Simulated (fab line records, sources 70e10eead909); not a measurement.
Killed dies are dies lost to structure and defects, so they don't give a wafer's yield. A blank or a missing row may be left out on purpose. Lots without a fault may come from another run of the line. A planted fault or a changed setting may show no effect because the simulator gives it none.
Which tool did it? | flow nand_harc | 12 lots, 35 wafers sampled, at 6 steps of a route of 1159

WHAT THE GAUGES READ, wafer by wafer
NHARC_A_ONON_D1_THK_MEAS_08: measures by ellipsometry. Usual: thk_nm 998 nm, standard deviation 9.6.
lot  | measured     | on            | thk_nm (nm)    | flag
L560 | day 7 12:44  | film_metro-02 | 991 991 990    |
L563 | day 8 11:01  | film_metro-02 | 1002 1001 1002 |
L564 | day 8 16:44  | film_metro-01 | 1007 1006 1004 |
L565 | day 8 16:46  | film_metro-02 | 1002 1004 1004 |
L566 | day 9 07:18  | film_metro-01 | 1009 1007 1007 |
L567 | day 9 07:18  | film_metro-02 | 1006 1005 1007 |
L569 | day 9 21:37  | film_metro-02 | 985 986 985    |
L568 | day 9 21:37  | film_metro-01 | 999 998 996    |
L570 | day 10 15:10 | film_metro-01 | 1014 1016 1016 |
L580 | day 12 15:58 | film_metro-01 | 988 770        | OFF
L583 | day 12 20:07 | film_metro-02 | 990 991 990    |
L582 | day 12 20:08 | film_metro-01 | 1009 1008 1009 |

NHARC_END_SORT_01. Usual: killed_at_array 27, standard deviation 9.8; killed_at_other 0.6, standard deviation 0.83; killed_at_periphery 3.5, standard deviation 2.4; killed_dies 31, standard deviation 9.6; killed_open 3.1, standard deviation 1.9; killed_short 2.0, standard deviation 1.5.
lot  | measured     | on        | killed_at_array | killed_at_other | killed_at_periphery | killed_dies | killed_open | killed_short | flag
L564 | day 21 12:07 | prober-01 | 24 20 21        | 1 0 0           | 4 2 5               | 29 22 26    | 2 2 2       | 4 1 2        |
L566 | day 21 17:29 | prober-01 | 31 23 26        | 1 1 3           | 4 1 5               | 36 25 34    | 4 4 3       | 4 4 3        |
L568 | day 22 13:37 | prober-01 | 36 26 32        | 1 0 0           | 1 3 4               | 38 29 36    | 5 2 3       | 4 1 3        |
L580 | day 25 01:40 | prober-01 | 34              | 0               | 5                   | 39          | 2           | 1            |

WHICH TOOL RAN EACH LOT (tool, then ch and the chambers of the sampled wafers, then the start)
lot  | NHARC_P_BONDPAD_CMP_19        | NHARC_A_ZERO_WELL_ETCH_19          | NHARC_A_ONON_D1_DEP_06           | NHARC_A_ONON_D1_DEP_33
L560 | cmp-04 ch 0,3, day 6 11:11    | rie_diel-02 ch 1,2, day 6 13:15    | pecvd_onon-02 ch 0, day 7 12:14  | pecvd-02 ch 0,1,2, day 7 22:04
L563 | cmp-04 ch 0,2,3, day 7 07:59  | rie_diel-11 ch 0,1,2, day 7 10:02  | pecvd_onon-03 ch 0, day 8 10:31  | pecvd-04 ch 0,1, day 8 21:37
L564 | cmp-04 ch 1,2, day 7 15:08    | rie_diel-11 ch 0,1, day 7 17:14    | pecvd_onon-02 ch 0, day 8 16:23  | pecvd-01 ch 0,1,2, day 9 03:27
L565 | cmp-02 ch 1,2,3, day 7 15:45  | rie_diel-02 ch 0,1,3, day 7 17:53  | pecvd_onon-01 ch 0, day 8 16:14  | pecvd-02 ch 0,1,2, day 9 03:33
L566 | cmp-04 ch 0,1,2, day 8 05:20  | rie_diel-09 ch 0,2,3, day 8 07:29  | pecvd_onon-02 ch 0, day 9 06:47  | pecvd-04 ch 0,1,2, day 9 17:50
L567 | cmp-04 ch 0,1,2, day 8 06:35  | rie_diel-02 ch 0,2,3, day 8 08:38  | pecvd_onon-03 ch 0, day 9 06:47  | pecvd-02 ch 0,1,2, day 9 17:52
L569 | cmp-02 ch 0,1, day 8 17:48    | rie_diel-02 ch 0,1, day 8 19:47    | pecvd_onon-02 ch 0, day 9 21:14  | pecvd-01 ch 1,2, day 10 09:29
L568 | cmp-02 ch 1,2,3, day 8 18:31  | rie_diel-09 ch 0,2,3, day 8 20:33  | pecvd_onon-01 ch 0, day 9 21:13  | pecvd-02 ch 0,1,2, day 10 09:31
L570 | cmp-02 ch 2,3, day 9 11:27    | rie_diel-02 ch 0,2,3, day 9 13:29  | pecvd_onon-03 ch 0, day 10 14:40 | pecvd-04 ch 0,1,2, day 11 02:01
L580 | cmp-03 ch 1,3, day 11 13:52   | rie_diel-11 ch 0,3, day 11 15:57   | pecvd_onon-02 ch 0, day 12 15:29 | pecvd-04 ch 0,2, day 13 02:37
L583 | cmp-04 ch 0,1,2, day 11 18:55 | rie_diel-11 ch 0,2,3, day 11 21:00 | pecvd_onon-03 ch 0, day 12 19:41 | pecvd-01 ch 0,1,2, day 13 06:46
L582 | cmp-04 ch 0,3, day 11 19:28   | rie_diel-11 ch 0,3, day 11 21:32   | pecvd_onon-01 ch 0, day 12 19:40 | pecvd-04 ch 0,1, day 13 07:04
- NHARC_P_BONDPAD_CMP_19: polishes, t overpolish 30 s, cu recess touch 16 s, target thk 160.81 nm.
- NHARC_A_ZERO_WELL_ETCH_19: etches the open film in N2/H2, target depth 80 nm, overetch 24 nm, time 87.88 s.
- NHARC_A_ONON_D1_DEP_06: target thk 1000 nm.
- NHARC_A_ONON_D1_DEP_33: deposits SiO2, target thk 200 nm.

WHAT THE TOOLS THEMSELVES READ (means of the sampled wafers that have a number; where no wafer has one, the mark that the record gives instead)
NHARC_P_BONDPAD_CMP_19. Usual: motor_current_A 12.1 A, standard deviation 0.92; overpolish_run_s 30.000 s, standard deviation 0.0092.
lot  | tool   | motor_current_A (A) | overpolish_run_s (s) | flag
L560 | cmp-04 | 11.4                | 30.009               |
L563 | cmp-04 | 12.1                | 30.004               |
L564 | cmp-04 | 11.7                | 30.005               |
L565 | cmp-02 | 11.8                | 30.004               |
L566 | cmp-04 | 11.8                | 29.995               |
L567 | cmp-04 | 11.5                | 30.006               |
L569 | cmp-02 | 11.5                | 29.996               |
L568 | cmp-02 | 12.1                | 29.997               |
L570 | cmp-02 | 13.1                | 30.000               |
L580 | cmp-03 | 13.1                | 29.991               |
L583 | cmp-04 | 11.5                | 30.007               |
L582 | cmp-04 | 11.4                | 30.008               |

NHARC_A_ZERO_WELL_ETCH_19. Usual: drypump_motor_current_A 5.6 A, standard deviation 0.44; n2_flow_sccm 150.0 sccm, standard deviation 0.45; oes_product_au 1.005 a.u., standard deviation 0.008; rf_vpp_V 429.9 V, standard deviation 2.6; showerhead_plenum_p_Torr 2.01 Torr, standard deviation 0.084; throttle_valve_pct 14.171 %, standard deviation 0.0096.
lot  | tool        | drypump_motor_current_A (A) | n2_flow_sccm (sccm) | oes_product_au (a.u.) | rf_vpp_V (V) | showerhead_plenum_p_Torr (Torr) | throttle_valve_pct (%) | flag
L560 | rie_diel-02 | 5.5                         | 149.9               | 0.992                 | 429.2        | 1.99                            | 14.168                 |
L563 | rie_diel-11 | 6.1                         | 149.8               | 1.001                 | 429.0        | 1.97                            | 14.169                 |
L564 | rie_diel-11 | 6.0                         | 149.8               | 0.996                 | 428.1        | 1.98                            | 14.173                 |
L565 | rie_diel-02 | 5.4                         | 150.2               | 1.010                 | 429.6        | 2.00                            | 14.165                 |
L566 | rie_diel-09 | 5.6                         | 149.9               | 1.009                 | 431.3        | 2.07                            | 14.164                 |
L567 | rie_diel-02 | 5.3                         | 150.2               | 1.006                 | 429.3        | 1.98                            | 14.181                 |
L569 | rie_diel-02 | 5.8                         | 149.8               | 1.003                 | 429.8        | 1.99                            | 14.163                 |
L568 | rie_diel-09 | 5.6                         | 150.1               | 1.004                 | 432.7        | 2.07                            | 14.177                 |
L570 | rie_diel-02 | 5.3                         | 150.0               | 1.005                 | 428.9        | 1.98                            | 14.179                 |
L580 | rie_diel-11 | 6.0                         | 149.9               | 1.005                 | 429.5        | 2.01                            | 14.168                 |
L583 | rie_diel-11 | 6.1                         | 150.3               | 1.004                 | 428.8        | 1.97                            | 14.180                 |
L582 | rie_diel-11 | 5.9                         | 150.0               | 1.000                 | 431.3        | 2.04                            | 14.171                 |

NHARC_A_ONON_D1_DEP_06. Usual: n2_flow_sccm 2749 sccm, standard deviation 8.5.
lot  | tool          | n2_flow_sccm (sccm) | flag
L560 | pecvd_onon-02 | 2759                |
L563 | pecvd_onon-03 | 2752                |
L564 | pecvd_onon-02 | 2756                |
L565 | pecvd_onon-01 | 2738                |
L566 | pecvd_onon-02 | 2741                |
L567 | pecvd_onon-03 | 2751                |
L569 | pecvd_onon-02 | 2742                |
L568 | pecvd_onon-01 | 2749                |
L570 | pecvd_onon-03 | 2739                |
L580 | pecvd_onon-02 | 2746                |
L583 | pecvd_onon-03 | 2746                |
L582 | pecvd_onon-01 | 2745                |

NHARC_A_ONON_D1_DEP_33. Usual: heater_power_w 548 W, standard deviation 110; throttle_valve_pct 15.9 %, standard deviation 0.49.
lot  | tool     | heater_power_w (W) | throttle_valve_pct (%) | flag
L560 | pecvd-02 | 543                | 16.0                   |
L563 | pecvd-04 | 492                | 16.5                   |
L564 | pecvd-01 | 567                | 15.9                   |
L565 | pecvd-02 | 543                | 15.8                   |
L566 | pecvd-04 | 552                | 16.1                   |
L567 | pecvd-02 | 525                | 15.9                   |
L569 | pecvd-01 | 549                | 16.0                   |
L568 | pecvd-02 | 542                | 15.9                   |
L570 | pecvd-04 | 563                | 15.8                   |
L580 | pecvd-04 | 432                | 15.9                   |
L583 | pecvd-01 | 545                | 16.0                   |
L582 | pecvd-04 | 569                | 16.5                   |

THE ANSWER, worked out from the rows above alone
Rule: a lot is off if the mean of its wafers that have a number lies more than 3 standard deviations from the usual mean. A lot without any number at a reading at which 4 lots or more have one is off too. The other lots that the step has rows for count as sound. The gauges are gone through in route order, then the tools' own readings, and for those a lot's mean is taken as printed above. The first step at which some lot is off is used, and at that step the reading that is off furthest; a lot without a number counts as furthest.
Off: L580, at NHARC_A_ONON_D1_THK_MEAS_08 (thk_nm).
A tool fits if, at a process step before that reading, it ran every lot that is off, and no sound lot after the first of them. The gauges at NHARC_A_ONON_D1_THK_MEAS_08 are tried like those tools. Can't be told from this: 2 tools fit, cmp-03 at NHARC_P_BONDPAD_CMP_19, pecvd_onon-02 at NHARC_A_ONON_D1_DEP_06.

WHAT THE SIMULATOR HAD PUT IN
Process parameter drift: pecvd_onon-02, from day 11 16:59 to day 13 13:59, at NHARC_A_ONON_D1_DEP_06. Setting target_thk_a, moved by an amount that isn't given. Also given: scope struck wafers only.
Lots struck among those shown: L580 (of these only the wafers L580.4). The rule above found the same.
